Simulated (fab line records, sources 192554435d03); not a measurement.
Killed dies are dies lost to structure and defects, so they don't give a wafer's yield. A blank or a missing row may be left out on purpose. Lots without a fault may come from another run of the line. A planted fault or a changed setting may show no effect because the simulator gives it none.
Chamber matching | flow n5_finfet | N5_FIN_SAQP_MANDREL2_REMOVE_60 on rie_si-05: 4 sister chambers
The step chemistry HBr/Cl2/O2, target a-Si, stops on SiNx, bt time 10 s. 4 wafers are shown with their chamber, then 8 later ones without.

WAFERS WITH THEIR CHAMBER
wafer  | chamber | oes_product_au (a.u.)
L082.6 | 3       | 1.008
L085.4 | 1       | 1.010
L085.6 | 2       | 1.005
L086.1 | 0       | 1.002

WAFERS WITHOUT THEIR CHAMBER
wafer  | oes_product_au (a.u.)
L086.2 | 1.006
L086.3 | 1.005
L087.1 | 1.008
L087.2 | 1.005
L087.5 | 0.994
L090.1 | 0.996
L090.5 | 1.000
L090.6 | 0.999

WHICH CHAMBER EACH WENT THROUGH
wafer  | from the rows above               | in truth
L086.2 | can't be placed: 2 or 3 or 0 or 1 | 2
L086.3 | can't be placed: 2 or 0 or 3 or 1 | 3
L087.1 | can't be placed: 3 or 1 or 2 or 0 | 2
L087.2 | can't be placed: 2 or 0 or 3 or 1 | 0
L087.5 | can't be placed: 0 or 2 or 3      | 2
L090.1 | can't be placed: 0 or 2 or 3      | 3
L090.5 | can't be placed: 0 or 2 or 3      | 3
L090.6 | can't be placed: 0 or 2 or 3      | 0
Placed correctly: 0 of 8. Can't be placed from these rows: 8 (the true chamber is among the candidates in 8). Placed wrongly: 0.
How it was worked out, from the rows above alone: a wafer's distance from a chamber is the root of the sum, over the readings, of the square of ((its reading less the chamber's mean) divided by the reading's scatter). The wafer belongs to the nearest chamber; if the next one is less than 2 further off, it can't be placed. A chamber's mean is the mean of its shown wafers. The scatter: with one shown wafer a chamber, the root of the mean of the squares of how far each hidden wafer lies from its nearest shown one.
